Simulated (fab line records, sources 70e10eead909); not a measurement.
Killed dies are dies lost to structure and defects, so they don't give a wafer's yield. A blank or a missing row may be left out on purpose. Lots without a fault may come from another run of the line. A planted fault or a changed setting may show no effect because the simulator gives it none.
Which tool did it? | flow nand_harc | 24 lots, 72 wafers sampled, at 2 steps of a route of 1159

WHAT THE GAUGES READ, wafer by wafer
NHARC_A_CONTACT_CD_MEAS_42: target cd 200 nm.
lot  | measured     | on        | cd_nm (nm)
L074 | day 16 06:25 | cd_sem-03 | 200.0 199.3 200.0
L075 | day 16 14:19 | cd_sem-03 | 199.2 199.4 199.4
L077 | day 16 22:56 | cd_sem-03 | 200.2 200.3 200.5
L076 | day 17 00:41 | cd_sem-02 | 200.1 200.0 200.6
L079 | day 17 16:02 | cd_sem-01 | 200.6 199.7 199.4
L078 | day 17 22:14 | cd_sem-03 | 198.8 199.9 199.2
L080 | day 18 03:05 | cd_sem-02 | 200.2 200.5 200.9
L081 | day 18 08:59 | cd_sem-01 | 201.2 200.9 199.6
L082 | day 18 18:34 | cd_sem-03 | 199.6 199.4 200.2
L084 | day 18 18:56 | cd_sem-03 | 200.1 200.6 200.3
L083 | day 19 16:47 | cd_sem-01 | 201.6 200.7 200.6
L085 | day 19 16:56 | cd_sem-03 | 200.1 200.7 198.9
L086 | day 19 21:02 | cd_sem-02 | 200.4 200.6 200.6
L087 | day 19 21:20 | cd_sem-01 | 200.5 201.1 199.8
L092 | day 20 02:02 | cd_sem-02 | 199.3 200.5 199.4
L090 | day 20 02:12 | cd_sem-01 | 199.5 199.9 200.0
L089 | day 20 07:55 | cd_sem-01 | 201.1 200.3 201.5
L088 | day 20 08:17 | cd_sem-02 | 200.0 200.3 200.1
L091 | day 20 17:37 | cd_sem-01 | 199.7 199.2 199.4
L093 | day 21 09:50 | cd_sem-01 | 199.7 200.0 199.8
L094 | day 21 13:17 | cd_sem-03 | 199.3 199.6 199.4
L095 | day 21 17:30 | cd_sem-03 | 199.9 199.4 199.5
L097 | day 21 23:02 | cd_sem-03 | 200.3 200.0 200.7
L096 | day 22 05:25 | cd_sem-02 | 199.4 200.1 199.9

NHARC_A_CONTACT_INSPECT_44.
lot  | measured     | on                | raw_defect_count
L074 | day 16 06:32 | defect_inspect-01 | 36 28 28
L075 | day 16 14:26 | defect_inspect-02 | 21 21 20
L077 | day 16 23:04 | defect_inspect-02 | 28 30 30
L076 | day 17 00:49 | defect_inspect-01 | 12 11 9
L079 | day 17 16:10 | defect_inspect-01 | 29 30 35
L078 | day 17 22:22 | defect_inspect-01 | 24 21 17
L080 | day 18 03:12 | defect_inspect-02 | 12 10 15
L081 | day 18 09:07 | defect_inspect-01 | 37 37 42
L082 | day 18 18:41 | defect_inspect-02 | 34 35 30
L084 | day 18 19:03 | defect_inspect-02 | 22 23 26
L083 | day 19 16:54 | defect_inspect-02 | 50 46 35
L085 | day 19 17:04 | defect_inspect-02 | 37 32 36
L086 | day 19 21:10 | defect_inspect-01 | 17 14 17
L087 | day 19 21:27 | defect_inspect-02 | 56 39 51
L092 | day 20 02:10 | defect_inspect-02 | 11 9 11
L090 | day 20 02:19 | defect_inspect-01 | 39 31 39
L089 | day 20 08:03 | defect_inspect-02 | 36 31 32
L088 | day 20 08:25 | defect_inspect-01 | 39 33 33
L091 | day 20 17:44 | defect_inspect-02 | 45 47 57
L093 | day 21 09:58 | defect_inspect-02 | 66 55 65
L094 | day 21 13:24 | defect_inspect-01 | 17 13 26
L095 | day 21 17:37 | defect_inspect-01 | 66 43 60
L097 | day 21 23:10 | defect_inspect-01 | 13 14 11
L096 | day 22 05:32 | defect_inspect-02 | 39 38 46

WHICH TOOL RAN EACH LOT (tool, then ch and the chambers of the sampled wafers, then the start)
The record holds no process step before these readings.

WHAT THE TOOLS THEMSELVES READ (means of the sampled wafers that have a number; where no wafer has one, the mark that the record gives instead)
The record holds no such reading with a usual standard deviation.

THE ANSWER, worked out from the rows above alone
Rule: what is usual is taken from the lots themselves. Put in order of their means at a reading, lots are off if they are a third of the lots or fewer, leave a main group of 4 or more, and stand apart from it by a gap of 3 or more times the standard deviation of the main group's means; of several such gaps the widest counts. A main group whose means are all the same, to the digits that the tables above print for the reading, isn't used. A lot without any number at a reading at which 4 lots or more have one is off too. The other lots that the step has rows for count as sound. The gauges are gone through in route order, then the tools' own readings, and for those a lot's mean is taken as printed above. The first step at which some lot is off is used, and at that step the reading that is off furthest; a lot without a number counts as furthest.
No lot is off at any reading shown: from this, nothing can be told.

WHAT THE SIMULATOR HAD PUT IN
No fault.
